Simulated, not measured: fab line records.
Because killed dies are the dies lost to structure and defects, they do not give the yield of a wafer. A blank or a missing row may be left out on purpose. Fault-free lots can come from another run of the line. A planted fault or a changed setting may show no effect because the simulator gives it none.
Which tool did it? + flow nandHarc + 69 wafers from 23 lots sampled at 6 of the route's 1302 steps

## WHAT THE GAUGES READ, wafer by wafer
Not one reading of a measure or inspect step in the record can be checked against a usual standard deviation.

## WHAT TOOL EACH LOT RAN ON (gives the tool, then ch and the chambers of the sampled wafers, and finally the start)
| lot  | NHARC_A_CHANNEL_FILL_D2_ETCHBACK_08          | NHARC_A_CHANNEL_FILL_D2_STRIP_29  | NHARC_A_STAIRCASE_ETCH_19     | NHARC_A_STAIRCASE_TRIM_22     | NHARC_A_STAIRCASE_TRIM_200    | NHARC_A_STAIRCASE_ETCH_230    |
|------|----------------------------------------------|-----------------------------------|-------------------------------|-------------------------------|-------------------------------|-------------------------------|
| L074 | rieDiel-07 ch 2,3, day 15 10:11 or earlier   | rieDiel-07 ch 0,3, day 15 10:11   | rieDiel-05 ch 1,3, no start   | rieDiel-05 ch 0,2,3, no start | rieDiel-03 ch 1,2,3, no start | rieDiel-03 ch 0,3, no start   |
| L075 | rieDiel-11 ch 0,2, no start                  | rieDiel-11 ch 1,2,3, no start     | rieDiel-12 ch 1,2, no start   | rieDiel-12 ch 0,1, no start   | rieDiel-03 ch 0,1,3, no start | rieDiel-12 ch 0,2, no start   |
| L076 | rieDiel-07 ch 0,1,3, day 16 09:52 or earlier | rieDiel-07 ch 0,1, day 16 09:52   | rieDiel-12 ch 1,2, no start   | rieDiel-05 ch 1,2, no start   | rieDiel-03 ch 0,2,3, no start | rieDiel-05 ch 1,2,3, no start |
| L077 | rieDiel-04 ch 2,3, no start                  | rieDiel-04 ch 1,2,3, no start     | rieDiel-03 ch 0,1,2, no start | rieDiel-12 ch 1,2,3, no start | rieDiel-03 ch 1,2,3, no start | rieDiel-05 ch 1,2, no start   |
| L078 | rieDiel-07 ch 0,1,3, no start                | rieDiel-07 ch 0,1,3, no start     | rieDiel-03 ch 1,2, no start   | rieDiel-05 ch 0,2, no start   | rieDiel-05 ch 0,2, no start   | rieDiel-12 ch 0,1,2, no start |
| L079 | rieDiel-07 ch 1,2,3, no start                | rieDiel-07 ch 0,1,2, no start     | rieDiel-12 ch 0,1,3, no start | rieDiel-12 ch 0,2,3, no start | rieDiel-03 ch 0,1,2, no start | rieDiel-12 ch 0,2,3, no start |
| L080 | rieDiel-04 ch 0,2,3, no start                | rieDiel-04 ch 1,2, no start       | rieDiel-12 ch 0,1, no start   | rieDiel-03 ch 1,2,3, no start | rieDiel-12 ch 0,3, no start   | rieDiel-12 ch 0,3, no start   |
| L082 | rieDiel-07 ch 0,2, no start                  | rieDiel-07 ch 1,3, no start       | rieDiel-05 ch 0,2, no start   | rieDiel-12 ch 0,2, no start   | rieDiel-12 ch 0,1,3, no start | rieDiel-12 ch 1,2, no start   |
| L083 | rieDiel-11 ch 1,2, no start                  | rieDiel-11 ch 2,3, no start       | rieDiel-05 ch 0,1,3, no start | rieDiel-03 ch 0,1,3, no start | rieDiel-12 ch 0,2,3, no start | rieDiel-12 ch 0,1,2, no start |
| L084 | rieDiel-07 ch 0,2,3, no start                | rieDiel-07 ch 1,3, no start       | rieDiel-12 ch 0,1,3, no start | rieDiel-12 ch 1,2,3, no start | rieDiel-05 ch 1,3, no start   | rieDiel-03 ch 0,2,3, no start |
| L085 | rieDiel-11 ch 0,1, no start                  | rieDiel-11 ch 2,3, no start       | rieDiel-05 ch 0,1,3, no start | rieDiel-05 ch 0,1,3, no start | rieDiel-12 ch 1,2,3, no start | rieDiel-05 ch 0,3, no start   |
| L086 | rieDiel-11 ch 0,1,2, no start                | rieDiel-11 ch 0,1,2, no start     | rieDiel-05 ch 0,3, no start   | rieDiel-03 ch 0,1,2, no start | rieDiel-03 ch 1,2,3, no start | rieDiel-03 ch 0,1,3, no start |
| L088 | rieDiel-11 ch 0,1,3, no start                | rieDiel-11 ch 0,1,2, no start     | rieDiel-12 ch 1,3, no start   | rieDiel-12 ch 2,3, no start   | rieDiel-12 ch 2,3, no start   | rieDiel-03 ch 2,3, no start   |
| L087 | rieDiel-07 ch 0,2,3, no start                | rieDiel-07 ch 1,2, no start       | rieDiel-03 ch 1,2, no start   | rieDiel-12 ch 1,3, no start   | rieDiel-05 ch 1,2, no start   | rieDiel-12 ch 0,2,3, no start |
| L090 | rieDiel-07 ch 0,3, no start                  | rieDiel-07 ch 1,2,3, no start     | rieDiel-03 ch 0,2,3, no start | rieDiel-12 ch 1,2,3, no start | rieDiel-05 ch 2,3, no start   | rieDiel-03 ch 0,2,3, no start |
| L089 | rieDiel-11 ch 0,2,3, no start                | rieDiel-11 ch 0,1,2, no start     | rieDiel-05 ch 1,2,3, no start | rieDiel-05 ch 1,2,3, no start | rieDiel-12 ch 1,2, no start   | rieDiel-05 ch 0,2,3, no start |
| L091 | rieDiel-07 ch 0,1,2, no start                | rieDiel-07 ch 0,2,3, no start     | rieDiel-05 ch 0,2, no start   | rieDiel-05 ch 0,2, no start   | rieDiel-03 ch 0,2, no start   | rieDiel-05 ch 0,2,3, no start |
| L092 | rieDiel-11 ch 0,2,3, no start                | rieDiel-11 ch 0,3, no start       | rieDiel-03 ch 1,2,3, no start | rieDiel-03 ch 0,1,2, no start | rieDiel-03 ch 1,2, no start   | rieDiel-12 ch 0,1,3, no start |
| L093 | rieDiel-07 ch 0,1,3, no start                | rieDiel-07 ch 2,3, no start       | rieDiel-12 ch 0,1,3, no start | rieDiel-12 ch 0,1, no start   | rieDiel-12 ch 0,1, no start   | rieDiel-03 ch 2,3, no start   |
| L094 | rieDiel-11 ch 0,1,2, day 24 04:33 or earlier | rieDiel-11 ch 0,1,2, day 24 04:33 | rieDiel-03 ch 1,3, no start   | rieDiel-05 ch 0,1, no start   | rieDiel-03 ch 1,3, no start   | rieDiel-03 ch 2,3, no start   |
| L095 | rieDiel-07 ch 0,2,3, no start                | rieDiel-07 ch 1,2,3, no start     | rieDiel-03 ch 0,1,3, no start | rieDiel-12 ch 0,2,3, no start | rieDiel-05 ch 1,2,3, no start | rieDiel-05 ch 0,1,2, no start |
| L097 | rieDiel-11 ch 0,2,3, no start                | rieDiel-11 ch 0,1,2, no start     | rieDiel-05 ch 1,2,3, no start | rieDiel-05 ch 0,2,3, no start | rieDiel-03 ch 0,1,2, no start | rieDiel-03 ch 1,2,3, no start |
| L096 | rieDiel-04 ch 0,1,3, no start                | rieDiel-04 ch 0,1,2, no start     | rieDiel-05 ch 0,1, no start   | rieDiel-03 ch 0,2,3, no start | rieDiel-12 ch 1,2,3, no start | rieDiel-12 ch 0,1,3, no start |
- NHARC_A_CHANNEL_FILL_D2_ETCHBACK_08: etches the open film in C4F8, target depth 220 nm, time 110 s.
- NHARC_A_CHANNEL_FILL_D2_STRIP_29: strips in O2, time 20 s.
- NHARC_A_STAIRCASE_ETCH_19: etches the open film in C4F8/O2, target depth 100 nm, time 40.5 s.
- NHARC_A_STAIRCASE_TRIM_22: chemistry O2, time 211.2 s.
- NHARC_A_STAIRCASE_TRIM_200: chemistry O2, time 211.2 s.
- NHARC_A_STAIRCASE_ETCH_230: etches the open film in C4F8/O2, target depth 100 nm, time 40.5 s.

## AS READ BY THE TOOLS THEMSELVES (means over the sampled wafers that have a number; for cases with no such wafer, the mark the record gives instead)
NHARC_A_CHANNEL_FILL_D2_ETCHBACK_08. Usual: oesProductAu 0.96 a.u., standard deviation 0.037; rfVppV 439.8 V, standard deviation 2.7.
| lot  | tool       | oesProductAu (a.u.) | rfVppV (V) | flag |
|------|------------|---------------------|------------|------|
| L074 | rieDiel-07 | 0.92                | 442.5      |      |
| L075 | rieDiel-11 | 0.93                | 439.5      |      |
| L076 | rieDiel-07 | 0.92                | 439.9      |      |
| L077 | rieDiel-04 | 0.99                | 440.8      |      |
| L078 | rieDiel-07 | 0.97                | 440.2      |      |
| L079 | rieDiel-07 | 0.92                | 440.9      |      |
| L080 | rieDiel-04 | 0.99                | 439.9      |      |
| L082 | rieDiel-07 | 1.00                | 440.6      |      |
| L083 | rieDiel-11 | 1.00                | 437.2      |      |
| L084 | rieDiel-07 | 1.00                | 442.2      |      |
| L085 | rieDiel-11 | 0.99                | 439.0      |      |
| L086 | rieDiel-11 | 0.99                | 437.5      |      |
| L088 | rieDiel-11 | 0.92                | 438.6      |      |
| L087 | rieDiel-07 | 1.00                | 441.3      |      |
| L090 | rieDiel-07 | 0.99                | 441.6      |      |
| L089 | rieDiel-11 | 0.92                | 438.2      |      |
| L091 | rieDiel-07 | 0.92                | 439.4      |      |
| L092 | rieDiel-11 | 0.93                | 438.5      |      |
| L093 | rieDiel-07 | 0.99                | 438.6      |      |
| L094 | rieDiel-11 | 0.99                | 439.1      |      |
| L095 | rieDiel-07 | 0.92                | 441.7      |      |
| L097 | rieDiel-11 | 0.92                | 438.4      |      |
| L096 | rieDiel-04 | 0.99                | 440.7      |      |

NHARC_A_CHANNEL_FILL_D2_STRIP_29. Usual: drypumpMotorCurrentA 5.4 A, standard deviation 0.54; oesProductAu 0.997 a.u., standard deviation 0.0087; rfVppV 57.6 V, standard deviation 0.82; showerheadPlenumPTorr 3.47 Torr, standard deviation 0.14; throttleValvePct 17.036 %, standard deviation 0.0095.
| lot  | tool       | drypumpMotorCurrentA (A) | oesProductAu (a.u.) | rfVppV (V) | showerheadPlenumPTorr (Torr) | throttleValvePct (%) | flag |
|------|------------|--------------------------|---------------------|------------|------------------------------|----------------------|------|
| L074 | rieDiel-07 | 5.0                      | 0.994               | 58.7       | 3.58                         | 17.035               |      |
| L075 | rieDiel-11 | 5.6                      | 0.997               | 56.9       | 3.35                         | 17.037               |      |
| L076 | rieDiel-07 | 4.8                      | 0.989               | 57.1       | 3.38                         | 17.037               |      |
| L077 | rieDiel-04 | 6.5                      | 1.001               | 58.6       | 3.60                         | 17.033               |      |
| L078 | rieDiel-07 | 4.9                      | 0.991               | 56.7       | 3.46                         | 17.038               |      |
| L079 | rieDiel-07 | 5.3                      | 0.990               | 58.0       | 3.45                         | 17.037               |      |
| L080 | rieDiel-04 | 6.4                      | 0.995               | 57.8       | 3.61                         | 17.038               |      |
| L082 | rieDiel-07 | 5.0                      | 0.994               | 57.9       | 3.42                         | 17.035               |      |
| L083 | rieDiel-11 | 5.8                      | 1.006               | 57.6       | 3.38                         | 17.044               |      |
| L084 | rieDiel-07 | 5.0                      | 0.987               | 57.8       | 3.54                         | 17.040               |      |
| L085 | rieDiel-11 | 5.7                      | 1.002               | 57.9       | 3.35                         | 17.043               |      |
| L086 | rieDiel-11 | 5.4                      | 1.004               | 57.2       | 3.38                         | 17.034               |      |
| L088 | rieDiel-11 | 5.4                      | 1.005               | 57.8       | 3.38                         | 17.032               |      |
| L087 | rieDiel-07 | 5.7                      | 1.010               | 57.7       | 3.51                         | 17.032               |      |
| L090 | rieDiel-07 | 5.4                      | 0.990               | 58.4       | 3.53                         | 17.040               |      |
| L089 | rieDiel-11 | 5.4                      | 0.992               | 57.5       | 3.38                         | 17.038               |      |
| L091 | rieDiel-07 | 5.3                      | 0.996               | 57.9       | 3.57                         | 17.044               |      |
| L092 | rieDiel-11 | 5.5                      | 0.999               | 58.5       | 3.48                         | 17.042               |      |
| L093 | rieDiel-07 | 5.7                      | 0.995               | 57.9       | 3.63                         | 17.026               |      |
| L094 | rieDiel-11 | 5.4                      | 1.000               | 57.4       | 3.38                         | 17.033               |      |
| L095 | rieDiel-07 | 5.4                      | 0.991               | 58.3       | 3.53                         | 17.042               |      |
| L097 | rieDiel-11 | 5.4                      | 0.998               | 57.1       | 3.38                         | 17.027               |      |
| L096 | rieDiel-04 | 5.9                      | 0.992               | 57.1       | 3.56                         | 17.037               |      |

NHARC_A_STAIRCASE_ETCH_19. Usual: biasW 999.8 W, standard deviation 2.8; oesProductAu 0.942 a.u., standard deviation 0.011; rfVppV 895 V, standard deviation 4.6.
| lot  | tool       | biasW (W) | oesProductAu (a.u.) | rfVppV (V) | flag |
|------|------------|-----------|---------------------|------------|------|
| L074 | rieDiel-05 | 1002.2    | 0.936               | 892        |      |
| L075 | rieDiel-12 | 999.3     | 0.947               | 897        |      |
| L076 | rieDiel-12 | 999.9     | 0.946               | 897        |      |
| L077 | rieDiel-03 | 998.7     | 0.946               | 898        |      |
| L078 | rieDiel-03 | 999.7     | 0.947               | 897        |      |
| L079 | rieDiel-12 | 1002.6    | 0.932               | 892        |      |
| L080 | rieDiel-12 | 999.2     | 0.941               | 893        |      |
| L082 | rieDiel-05 | 998.0     | 0.966               | 895        |      |
| L083 | rieDiel-05 | 1000.7    | 0.952               | 894        |      |
| L084 | rieDiel-12 | 996.6     | 0.951               | 892        |      |
| L085 | rieDiel-05 | 1001.8    | 0.940               | 894        |      |
| L086 | rieDiel-05 | 1000.9    | 0.934               | 896        |      |
| L088 | rieDiel-12 | 1001.8    | 0.946               | 891        |      |
| L087 | rieDiel-03 | 998.4     | 0.936               | 896        |      |
| L090 | rieDiel-03 | 998.5     | 0.950               | 900        |      |
| L089 | rieDiel-05 | 1002.6    | 0.936               | 894        |      |
| L091 | rieDiel-05 | 997.2     | 0.948               | 895        |      |
| L092 | rieDiel-03 | 995.5     | 0.948               | 899        |      |
| L093 | rieDiel-12 | 998.3     | 0.935               | 892        |      |
| L094 | rieDiel-03 | 1000.5    | 0.937               | 899        |      |
| L095 | rieDiel-03 | 1001.9    | 0.939               | 901        |      |
| L097 | rieDiel-05 | 1001.5    | 0.927               | 893        |      |
| L096 | rieDiel-05 | 1001.5    | 0.925               | 888        |      |

NHARC_A_STAIRCASE_TRIM_22. Usual: drypumpMotorCurrentA 5.9 A, standard deviation 0.37; oesProductAu 0.999 a.u., standard deviation 0.0096; rfVppV 57.8 V, standard deviation 0.85; showerheadPlenumPTorr 3.48 Torr, standard deviation 0.12; throttleValvePct 17.036 %, standard deviation 0.0084.
| lot  | tool       | drypumpMotorCurrentA (A) | oesProductAu (a.u.) | rfVppV (V) | showerheadPlenumPTorr (Torr) | throttleValvePct (%) | flag |
|------|------------|--------------------------|---------------------|------------|------------------------------|----------------------|------|
| L074 | rieDiel-05 | 5.6                      | 0.984               | 57.5       | 3.55                         | 17.038               |      |
| L075 | rieDiel-12 | 6.2                      | 1.008               | 57.8       | 3.47                         | 17.033               |      |
| L076 | rieDiel-05 | 5.6                      | 0.992               | 57.6       | 3.45                         | 17.032               |      |
| L077 | rieDiel-12 | 6.0                      | 0.995               | 57.8       | 3.49                         | 17.039               |      |
| L078 | rieDiel-05 | 5.5                      | 0.998               | 57.7       | 3.51                         | 17.030               |      |
| L079 | rieDiel-12 | 6.0                      | 0.998               | 58.2       | 3.43                         | 17.034               |      |
| L080 | rieDiel-03 | 5.5                      | 0.995               | 57.2       | 3.46                         | 17.037               |      |
| L082 | rieDiel-12 | 5.8                      | 1.007               | 58.1       | 3.50                         | 17.036               |      |
| L083 | rieDiel-03 | 6.0                      | 0.998               | 58.3       | 3.49                         | 17.028               |      |
| L084 | rieDiel-12 | 6.0                      | 0.999               | 57.3       | 3.47                         | 17.030               |      |
| L085 | rieDiel-05 | 5.9                      | 1.002               | 57.0       | 3.48                         | 17.040               |      |
| L086 | rieDiel-03 | 5.8                      | 1.010               | 57.9       | 3.58                         | 17.045               |      |
| L088 | rieDiel-12 | 5.9                      | 0.989               | 56.5       | 3.39                         | 17.039               |      |
| L087 | rieDiel-12 | 6.2                      | 1.001               | 58.3       | 3.46                         | 17.029               |      |
| L090 | rieDiel-12 | 6.0                      | 0.999               | 57.7       | 3.46                         | 17.030               |      |
| L089 | rieDiel-05 | 5.7                      | 0.990               | 58.0       | 3.47                         | 17.028               |      |
| L091 | rieDiel-05 | 5.5                      | 0.999               | 57.7       | 3.49                         | 17.032               |      |
| L092 | rieDiel-03 | 5.7                      | 1.010               | 57.9       | 3.56                         | 17.040               |      |
| L093 | rieDiel-12 | 6.2                      | 1.013               | 58.8       | 3.48                         | 17.031               |      |
| L094 | rieDiel-05 | 6.0                      | 1.003               | 57.8       | 3.35                         | 17.041               |      |
| L095 | rieDiel-12 | 6.0                      | 1.003               | 56.7       | 3.40                         | 17.032               |      |
| L097 | rieDiel-05 | 5.6                      | 0.998               | 58.1       | 3.52                         | 17.036               |      |
| L096 | rieDiel-03 | 5.8                      | 1.007               | 58.2       | 3.63                         | 17.043               |      |

NHARC_A_STAIRCASE_TRIM_200. Usual: drypumpMotorCurrentA 5.8 A, standard deviation 0.46; oesProductAu 1.001 a.u., standard deviation 0.0096; rfVppV 57.8 V, standard deviation 0.95; showerheadPlenumPTorr 3.50 Torr, standard deviation 0.13; throttleValvePct 17.036 %, standard deviation 0.0087.
| lot  | tool       | drypumpMotorCurrentA (A) | oesProductAu (a.u.) | rfVppV (V) | showerheadPlenumPTorr (Torr) | throttleValvePct (%) | flag |
|------|------------|--------------------------|---------------------|------------|------------------------------|----------------------|------|
| L074 | rieDiel-03 | 5.5                      | 1.004               | 57.0       | 3.47                         | 17.034               |      |
| L075 | rieDiel-03 | 6.0                      | 1.006               | 57.3       | 3.51                         | 17.041               |      |
| L076 | rieDiel-03 | 5.8                      | 0.999               | 58.3       | 3.49                         | 17.029               |      |
| L077 | rieDiel-03 | 5.5                      | 1.006               | 57.8       | 3.47                         | 17.030               |      |
| L078 | rieDiel-05 | 5.5                      | 0.991               | 57.3       | 3.51                         | 17.036               |      |
| L079 | rieDiel-03 | 5.7                      | 1.014               | 58.6       | 3.59                         | 17.047               |      |
| L080 | rieDiel-12 | 6.2                      | 0.997               | 57.1       | 3.35                         | 17.031               |      |
| L082 | rieDiel-12 | 6.2                      | 1.000               | 57.7       | 3.42                         | 17.037               |      |
| L083 | rieDiel-12 | 6.0                      | 1.001               | 58.3       | 3.42                         | 17.034               |      |
| L084 | rieDiel-05 | 6.0                      | 1.002               | 57.4       | 3.41                         | 17.044               |      |
| L085 | rieDiel-12 | 6.0                      | 1.006               | 57.9       | 3.47                         | 17.039               |      |
| L086 | rieDiel-03 | 5.5                      | 1.011               | 58.0       | 3.63                         | 17.034               |      |
| L088 | rieDiel-12 | 5.8                      | 0.994               | 57.8       | 3.46                         | 17.035               |      |
| L087 | rieDiel-05 | 5.9                      | 0.990               | 57.6       | 3.37                         | 17.037               |      |
| L090 | rieDiel-05 | 5.6                      | 0.994               | 58.2       | 3.58                         | 17.036               |      |
| L089 | rieDiel-12 | 6.0                      | 0.991               | 57.4       | 3.54                         | 17.048               |      |
| L091 | rieDiel-03 | 5.5                      | 1.009               | 57.2       | 3.55                         | 17.040               |      |
| L092 | rieDiel-03 | 5.2                      | 1.003               | 58.0       | 3.53                         | 17.030               |      |
| L093 | rieDiel-12 | 6.2                      | 1.007               | 57.3       | 3.48                         | 17.040               |      |
| L094 | rieDiel-03 | 5.8                      | 0.992               | 58.1       | 3.71                         | 17.033               |      |
| L095 | rieDiel-05 | 5.8                      | 0.998               | 58.0       | 3.46                         | 17.036               |      |
| L097 | rieDiel-03 | 5.7                      | 1.010               | 57.5       | 3.55                         | 17.033               |      |
| L096 | rieDiel-12 | 6.0                      | 0.996               | 57.9       | 3.45                         | 17.034               |      |

NHARC_A_STAIRCASE_ETCH_230. Usual: biasW 1000.4 W, standard deviation 2.7; oesProductAu 0.953 a.u., standard deviation 0.02; rfVppV 895 V, standard deviation 5.
| lot  | tool       | biasW (W) | oesProductAu (a.u.) | rfVppV (V) | flag |
|------|------------|-----------|---------------------|------------|------|
| L074 | rieDiel-03 | 998.9     | 0.958               | 896        |      |
| L075 | rieDiel-12 | 1001.8    | 0.975               | 897        |      |
| L076 | rieDiel-05 | 1000.4    | 0.933               | 894        |      |
| L077 | rieDiel-05 | 997.4     | 0.952               | 893        |      |
| L078 | rieDiel-12 | 1002.5    | 0.927               | 895        |      |
| L079 | rieDiel-12 | 999.2     | 0.952               | 892        |      |
| L080 | rieDiel-12 | 1001.5    | 0.942               | 889        |      |
| L082 | rieDiel-12 | 1002.3    | 0.963               | 896        |      |
| L083 | rieDiel-12 | 1000.7    | 0.975               | 894        |      |
| L084 | rieDiel-03 | 999.0     | 0.977               | 901        |      |
| L085 | rieDiel-05 | 1001.5    | 0.936               | 897        |      |
| L086 | rieDiel-03 | 1000.2    | 0.968               | 901        |      |
| L088 | rieDiel-03 | 1002.4    | 0.958               | 903        |      |
| L087 | rieDiel-12 | 1000.8    | 0.926               | 892        |      |
| L090 | rieDiel-03 | 1002.7    | 0.926               | 900        |      |
| L089 | rieDiel-05 | 1002.2    | 0.962               | 896        |      |
| L091 | rieDiel-05 | 1000.9    | 0.957               | 896        |      |
| L092 | rieDiel-12 | 999.5     | 0.932               | 891        |      |
| L093 | rieDiel-03 | 1000.3    | 0.983               | 898        |      |
| L094 | rieDiel-03 | 998.9     | 0.984               | 899        |      |
| L095 | rieDiel-05 | 999.7     | 0.934               | 892        |      |
| L097 | rieDiel-03 | 998.4     | 0.977               | 899        |      |
| L096 | rieDiel-12 | 1001.4    | 0.936               | 891        |      |

## THE ANSWER, worked out from the rows above alone
Rule: a lot counts as off when the mean over its wafers that have a number is more than 3 standard deviations away from the usual mean. Also off: a lot with no number at a reading for which 4 or more lots have one. All remaining lots with rows at the step are treated as sound. First the gauges in route order, then the tools' own readings, where a lot's mean is used as printed above. At the first step where some lot is off, the reading lying furthest off is the one used; lots without a number count as furthest.
No lot is off at any reading shown: from this, nothing can be told.

## WHAT HAD BEEN PUT IN BY THE SIMULATOR
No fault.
